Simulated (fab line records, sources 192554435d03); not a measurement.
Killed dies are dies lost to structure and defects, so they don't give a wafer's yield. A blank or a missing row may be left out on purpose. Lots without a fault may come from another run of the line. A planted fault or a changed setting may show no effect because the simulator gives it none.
Chamber matching | flow n5_finfet | N5_BEOL_M1_DESCUM_16 on rie_diel-01: 4 sister chambers
The step chemistry O2, time 7 s. 16 wafers are shown with their chamber, then 8 later ones without.

WAFERS WITH THEIR CHAMBER
wafer  | chamber | showerhead_plenum_p_Torr (Torr) | throttle_valve_pct (%) | oes_product_au (a.u.)
L077.1 | 3       | 2.01                            | 20.28                  | 0.73
L077.2 | 1       | 2.09                            | 20.38                  | 0.74
L077.5 | 2       | 2.07                            | 20.90                  | 0.69
L079.3 | 2       | 2.07                            | 20.88                  | 0.68
L079.4 | 0       | 2.12                            | 20.34                  | 0.84
L079.5 | 0       | 2.12                            | 20.35                  | 0.85
L081.2 | 1       | 2.09                            | 20.39                  | 0.74
L081.4 | 3       | 2.01                            | 20.29                  | 0.74
L081.5 | 3       | 2.01                            | 20.30                  | 0.73
L084.2 | 3       | 2.01                            | 20.28                  | 0.74
L084.4 | 0       | 2.12                            | 20.35                  | 0.83
L084.6 | 2       | 2.06                            | 20.92                  | 0.69
L087.3 | 3       | 2.01                            | 20.30                  | 0.73
L087.4 | 0       | 2.12                            | 20.35                  | 0.82
L087.5 | 2       | 2.06                            | 20.92                  | 0.68
L086.3 | 2       | 2.06                            | 20.92                  | 0.69

SIGNATURES (means of the wafers above)
reading                  | chamber 0 | chamber 1 | chamber 2 | chamber 3 | scatter within a chamber
showerhead_plenum_p_Torr | 2.1200    | 2.0900    | 2.0640    | 2.0100    | 0.00316
throttle_valve_pct       | 20.3475   | 20.3850   | 20.9080   | 20.2900   | 0.0123
oes_product_au           | 0.8350    | 0.7400    | 0.6860    | 0.7340    | 0.00785
Rule: a wafer's distance from a chamber is the root of the sum, over the readings, of the square of ((its reading less the chamber's mean) divided by the reading's scatter). The wafer belongs to the nearest chamber; if the next one is less than 2 further off, it can't be placed. The scatter: the root of (the sum of the squares of (reading less its chamber's mean) over the shown wafers, divided by (wafers less chambers)).

WAFERS WITHOUT THEIR CHAMBER
wafer  | showerhead_plenum_p_Torr (Torr) | throttle_valve_pct (%) | oes_product_au (a.u.)
L086.4 | 2.01                            | 20.30                  | 0.73
L086.5 | 2.06                            | 20.92                  | 0.68
L088.2 | 2.06                            | 20.92                  | 0.68
L088.4 | 2.00                            | 20.31                  | 0.73
L088.5 | 2.00                            | 20.32                  | 0.73
L092.1 | 2.08                            | 20.42                  | 0.72
L092.2 | 2.06                            | 20.94                  | 0.68
L092.3 | 2.11                            | 20.36                  | 0.81

WHICH CHAMBER EACH WENT THROUGH
wafer  | from the rows above | in truth
L086.4 | 3                   | 3
L086.5 | 2                   | 2
L088.2 | 2                   | 2
L088.4 | 3                   | 3
L088.5 | 3                   | 3
L092.1 | 1                   | 1
L092.2 | 2                   | 2
L092.3 | 0                   | 0
Placed correctly: 8 of 8. Can't be placed from these rows: 0. Placed wrongly: 0.
